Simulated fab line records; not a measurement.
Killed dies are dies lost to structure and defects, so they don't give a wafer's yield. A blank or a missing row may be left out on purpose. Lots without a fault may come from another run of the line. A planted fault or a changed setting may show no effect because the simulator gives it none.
Matching of chambers	flow n5 finfet	N5_MOL_CONTACT_COAG_VIA_ETCH_117 on rie diel-02 has 4 sister chambers
The step etches SiO2 in C4F6/O2, target depth 40 nm, overetch 8 nm, time 26 s. 7 wafers are shown with their chamber, then 8 later ones without.

== WAFERS WITH THEIR CHAMBER ==
wafer	chamber	showerhead plenum p Torr (Torr)	throttle valve pct (%)
L074.1	2	2.86	41.13
L074.3	3	3.01	40.68
L078.1	0	2.70	41.36
L084.1	0	2.69	41.37
L084.2	3	3.00	40.69
L084.3	1	2.77	40.70
L085.2	1	2.77	40.70

== WAFERS WHOSE CHAMBER IS MISSING ==
wafer	showerhead plenum p Torr (Torr)	throttle valve pct (%)
L085.3	3.00	40.67
L085.4	2.85	41.16
L091.2	3.03	41.01
L091.5	3.03	41.01
L091.6	2.77	40.71
L092.1	2.84	41.14
L092.4	2.77	40.71
L092.6	2.99	40.70

== THE CHAMBER EACH PASSED THROUGH ==
wafer	from the rows above	in truth
L085.3	3	3
L085.4	2	2
L091.2	2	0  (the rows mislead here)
L091.5	2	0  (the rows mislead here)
L091.6	1	1
L092.1	2	2
L092.4	1	1
L092.6	3	3
Correctly placed: 6 of 8. From these rows, 0 cannot be placed. Number placed wrongly: 2.
How it was worked out, from the rows above alone: a wafer's distance from a chamber is the root of the sum, over the readings, of the square of ((its reading less the chamber's mean) divided by the reading's scatter). If the next closest chamber is less than 2 further off than the closest, the wafer can't be placed; otherwise it belongs to the closest. A chamber's mean is the mean of its shown wafers. How the scatter is found: for the shown wafers, subtract from each reading the mean of its chamber, square and add these, divide the total by (wafers less chambers), then take the root.
